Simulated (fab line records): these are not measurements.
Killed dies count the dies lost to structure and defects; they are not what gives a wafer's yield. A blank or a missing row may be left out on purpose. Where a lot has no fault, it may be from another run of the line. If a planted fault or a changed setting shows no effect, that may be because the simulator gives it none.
Which tool was responsible?	flow n5-finfet	24 lots with 72 wafers sampled at 4 steps, on a route of 1938 steps

## WHAT THE GAUGES READ, wafer by wafer
N5_MOL_CONTACT_COAG_THK_MEAS_53. Usual: VIA_MOL_THK typically reads 43.9 nm, with standard deviation 0.7.
lot	measured	on	VIA_MOL_THK (nm)	flag
L074	day 5 06:23	film-metro-02	44.0 44.8 44.3	
L075	day 5 10:41	film-metro-02	44.1 44.7 44.9	
L076	day 5 19:13	film-metro-02	43.0 44.2 43.5	
L077	day 6 01:07	film-metro-01	43.6 43.6 45.4	
L078	day 6 01:20	film-metro-02	44.3 44.6 43.8	
L079	day 6 13:35	film-metro-02	44.9 44.9 45.6	
L080	day 6 19:06	film-metro-02	43.6 43.6 44.3	
L081	day 7 04:01	film-metro-02	43.0 44.1 44.7	
L082	day 7 07:46	film-metro-02	43.4 43.5 44.4	
L083	day 7 13:14	film-metro-02	43.9 44.2 44.2	
L084	day 7 17:05	film-metro-01	44.0 44.7 44.9	
L085	day 8 00:08	film-metro-01	42.3 43.5 43.7	
L086	day 8 06:52	film-metro-01	43.2 44.4 44.6	
L087	day 8 09:12	film-metro-01	44.7 44.8 45.0	
L088	day 8 18:45	film-metro-02	42.7 43.0 42.7	
L089	day 8 21:36	film-metro-01	42.4 44.2 44.3	
L090	day 9 12:02	film-metro-01	43.2 44.5 44.4	
L091	day 9 13:59	film-metro-01	43.4 42.9 43.9	
L092	day 9 17:49	film-metro-01	44.1 43.3 44.8	
L093	day 10 03:22	film-metro-01	42.5 43.2 44.1	
L094	day 10 06:52	film-metro-01	43.6 44.5 45.1	
L095	day 10 08:24	film-metro-01	42.6 42.8 43.7	
L096	day 10 22:33	film-metro-02	43.4 44.8 44.0	
L097	day 10 23:31	film-metro-02	43.9 44.0 44.1	

N5_BEOL_M0_SAQP_CD_MEAS_14: target cd 42.5 nm. Usual: cd-nm at 42.4 nm, with a standard deviation of 0.4.
lot	measured	on	cd-nm (nm)	flag
L074	day 5 10:59	cd-sem-01	41.8 41.7 41.8	
L075	day 5 16:20	cd-sem-01	41.9 42.4 42.7	
L076	day 6 00:00	cd-sem-02	42.3 42.0 41.4	
L077	day 6 07:19	cd-sem-02	42.3 42.7 42.6	
L078	day 6 09:15	cd-sem-01	42.6 42.9 42.8	
L079	day 6 18:58	cd-sem-01	42.4 42.5 42.0	
L080	day 7 01:47	cd-sem-02	42.1 42.8 42.5	
L081	day 7 09:06	cd-sem-02	43.4 42.6 43.0	
L082	day 7 14:05	cd-sem-01	42.7 42.1 42.3	
L083	day 7 18:48	cd-sem-02	41.8 41.4 41.9	
L084	day 7 23:28	cd-sem-02	42.5 42.7 42.7	
L085	day 8 05:16	cd-sem-02	42.3 42.2 42.5	
L086	day 8 11:12	cd-sem-01	41.8 42.1 42.1	
L087	day 8 14:37	cd-sem-03	42.5 43.2 43.0	
L088	day 9 00:31	cd-sem-02	43.1 43.0 42.6	
L089	day 9 02:22	cd-sem-01	42.1 42.3 42.3	
L090	day 9 16:48	cd-sem-01	42.2 42.5 42.1	
L091	day 9 20:16	cd-sem-02	42.6 42.5 42.9	
L092	day 10 00:12	cd-sem-02	42.9 42.9 43.0	
L093	day 10 10:22	cd-sem-02	42.6 42.2 42.3	
L094	day 10 12:04	cd-sem-03	42.8 42.4 42.7	
L095	day 10 17:02	cd-sem-03	42.3 42.2 42.8	
L096	day 11 04:11	cd-sem-02	42.0 41.9 41.9	
L097	day 11 07:21	cd-sem-02	42.9 43.0 42.8	

## WHICH TOOL RAN EACH LOT (tool, then ch and the chambers of the sampled wafers, then the start)
lot	N5_BEOL_M0_SAQP_PECVD_00	N5_BEOL_M0_SAQP_HM_DEP_02
L074	pecvd-01 ch 0,2, day 5 09:47	pvd-sputter-01, day 5 10:11
L075	pecvd-01 ch 0,1, day 5 14:04	pvd-sputter-03, day 5 15:38
L076	pecvd-03 ch 0,2, day 5 22:37	pvd-sputter-02, day 5 23:04
L077	pecvd-01 ch 0,2, day 6 04:31	pvd-sputter-02, day 6 06:31
L078	pecvd-03 ch 0,1,2, day 6 07:31	pvd-sputter-01, day 6 08:25
L079	pecvd-03 ch 0,2, day 6 16:58	pvd-sputter-02, day 6 18:09
L080	pecvd-03 ch 0,1,2, day 6 22:29	pvd-sputter-02, day 7 00:56
L081	pecvd-04 ch 0,1, day 7 07:25	pvd-sputter-02, day 7 08:17
L082	pecvd-04 ch 0,1,2, day 7 11:10	pvd-sputter-02, day 7 13:16
L083	pecvd-03 ch 0,1, day 7 16:38	pvd-sputter-02, day 7 17:59
L084	pecvd-01 ch 0,1,2, day 7 20:28	pvd-sputter-01, day 7 22:41
L085	pecvd-04 ch 0,1,2, day 8 03:32	pvd-sputter-02, day 8 04:34
L086	pecvd-03 ch 0,1,2, day 8 10:14	pvd-sputter-01, day 8 10:31
L087	pecvd-03 ch 0,1,2, day 8 13:14	pvd-sputter-01, day 8 13:47
L088	pecvd-01 ch 1,2, day 8 22:09	pvd-sputter-01, day 8 23:35
L089	pecvd-04 ch 0,2, day 9 01:08	pvd-sputter-01, day 9 01:28
L090	pecvd-01 ch 0,1, day 9 15:25	pvd-sputter-01, day 9 16:07
L091	pecvd-03 ch 1,2, day 9 18:25	pvd-sputter-01, day 9 19:25
L092	pecvd-03 ch 0,2, day 9 21:25	pvd-sputter-03, day 9 23:22
L093	pecvd-04 ch 0,1, day 10 06:45	pvd-sputter-03, day 10 09:28
L094	pecvd-03 ch 0,2, day 10 10:14	pvd-sputter-01, day 10 11:08
L095	pecvd-01 ch 0,1, day 10 13:16	pvd-sputter-02, day 10 16:07
L096	pecvd-03 ch 1,2, day 11 01:56	pvd-sputter-03, day 11 03:30
L097	pecvd-04 ch 0,1,2, day 11 04:56	pvd-sputter-02, day 11 06:38
- N5_BEOL_M0_SAQP_PECVD_00: deposits SiCN from 3MS/NH3, target thk 8 nm, time 14 s.
- N5_BEOL_M0_SAQP_HM_DEP_02: deposits TiN, target thk 12 nm.

## AS READ BY THE TOOLS THEMSELVES (means over the sampled wafers that have a number; for cases with no such wafer, the mark the record gives instead)
N5_BEOL_M0_SAQP_PECVD_00. Usual: showerhead-plenum-p-Torr 3.663 Torr, standard deviation 0.0095; throttle-valve-pct 8.9 %, standard deviation 0.36.
lot	tool	showerhead-plenum-p-Torr (Torr)	throttle-valve-pct (%)	flag
L074	pecvd-01	3.653	9.4	
L075	pecvd-01	3.657	8.9	
L076	pecvd-03	3.672	8.6	
L077	pecvd-01	3.657	9.2	
L078	pecvd-03	3.665	8.7	
L079	pecvd-03	3.672	8.7	
L080	pecvd-03	3.658	8.7	
L081	pecvd-04	3.661	9.2	
L082	pecvd-04	3.666	8.7	
L083	pecvd-03	3.664	9.0	
L084	pecvd-01	3.656	9.2	
L085	pecvd-04	3.667	8.8	
L086	pecvd-03	3.668	8.9	
L087	pecvd-03	3.663	8.9	
L088	pecvd-01	3.658	9.1	
L089	pecvd-04	3.663	9.2	
L090	pecvd-01	3.661	9.3	
L091	pecvd-03	3.661	8.8	
L092	pecvd-03	3.668	8.8	
L093	pecvd-04	3.668	8.9	
L094	pecvd-03	3.664	8.6	
L095	pecvd-01	3.658	9.0	
L096	pecvd-03	3.663	8.7	
L097	pecvd-04	3.668	9.1	

N5_BEOL_M0_SAQP_HM_DEP_02. Usual: throttle-valve-pct at 29.7 %, with a standard deviation of 0.99.
lot	tool	throttle-valve-pct (%)	flag
L074	pvd-sputter-01	30.5	
L075	pvd-sputter-03	30.0	
L076	pvd-sputter-02	29.0	
L077	pvd-sputter-02	29.5	
L078	pvd-sputter-01	29.8	
L079	pvd-sputter-02	30.4	
L080	pvd-sputter-02	29.1	
L081	pvd-sputter-02	30.5	
L082	pvd-sputter-02	29.5	
L083	pvd-sputter-02	29.0	
L084	pvd-sputter-01	29.6	
L085	pvd-sputter-02	28.9	
L086	pvd-sputter-01	30.4	
L087	pvd-sputter-01	30.2	
L088	pvd-sputter-01	30.3	
L089	pvd-sputter-01	30.1	
L090	pvd-sputter-01	30.3	
L091	pvd-sputter-01	30.2	
L092	pvd-sputter-03	30.1	
L093	pvd-sputter-03	30.0	
L094	pvd-sputter-01	31.0	
L095	pvd-sputter-02	29.0	
L096	pvd-sputter-03	29.7	
L097	pvd-sputter-02	29.6	

## THE ANSWER, worked out from the rows above alone
Rule: lot off if the mean of its wafers having a number is beyond 3 standard deviations from the usual mean. A lot without any number at a reading at which 4 lots or more have one is off too. All remaining lots with rows at the step are treated as sound. Order of review: gauges by route order, followed by the tools' own readings, for which a lot's mean as printed above is used. At the first step where some lot is off, the reading lying furthest off is the one used; lots without a number count as furthest.
Nothing can be told from this: no lot is off at any reading shown.

## WHAT WAS PUT IN BY THE SIMULATOR
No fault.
